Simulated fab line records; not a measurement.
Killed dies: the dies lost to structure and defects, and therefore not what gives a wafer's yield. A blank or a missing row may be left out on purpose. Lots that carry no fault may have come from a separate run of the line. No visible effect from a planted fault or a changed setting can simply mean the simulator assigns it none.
Chamber matching / flow nandHarc / NHARC_A_STAIRCASE_ALD_420 on aldHk-01 has 4 sister chambers
The step deposits SiO2, target thk 20 nm, pulse time 6 s, ald cycles 200. 4 wafers are shown with their chamber, then 7 later ones without.

## WAFERS PAIRED WITH THEIR CHAMBERS
wafer=L239.1; chamber=3; heaterPowerW (W)=426
wafer=L239.3; chamber=2; heaterPowerW (W)=448
wafer=L243.4; chamber=1; heaterPowerW (W)=459
wafer=L243.5; chamber=0; heaterPowerW (W)=422

## WAFERS WITH NO CHAMBER GIVEN
wafer=L243.6; heaterPowerW (W)=477
wafer=L247.1; heaterPowerW (W)=492
wafer=L247.5; heaterPowerW (W)=448
wafer=L247.6; heaterPowerW (W)=435
wafer=L254.1; heaterPowerW (W)=451
wafer=L254.3; heaterPowerW (W)=491
wafer=L254.6; heaterPowerW (W)=453

## THE CHAMBER EACH PASSED THROUGH
wafer=L243.6; from the rows above=can't be placed: 1 or 2 or 3 or 0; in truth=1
wafer=L247.1; from the rows above=can't be placed: 1 or 2 or 3 or 0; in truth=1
wafer=L247.5; from the rows above=can't be placed: 2 or 1 or 3 or 0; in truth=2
wafer=L247.6; from the rows above=can't be placed: 3 or 0 or 2 or 1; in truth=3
wafer=L254.1; from the rows above=can't be placed: 2 or 1 or 3 or 0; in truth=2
wafer=L254.3; from the rows above=can't be placed: 1 or 2 or 3 or 0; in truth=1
wafer=L254.6; from the rows above=can't be placed: 2 or 1 or 3 or 0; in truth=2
0 of 7 placed correctly. Not placeable from these rows: 7 (in 7, the candidates include the true chamber). Number placed wrongly: 0.
How it was worked out, from the rows above alone: a wafer's distance from a chamber is the root of the sum, over the readings, of the square of ((its reading less the chamber's mean) divided by the reading's scatter). The wafer belongs to the nearest chamber; if the next one is less than 2 further off, it can't be placed. The mean given for a chamber averages the wafers shown for that chamber. The scatter: with one shown wafer a chamber, the root of the mean of the squares of how far each hidden wafer lies from its nearest shown one.
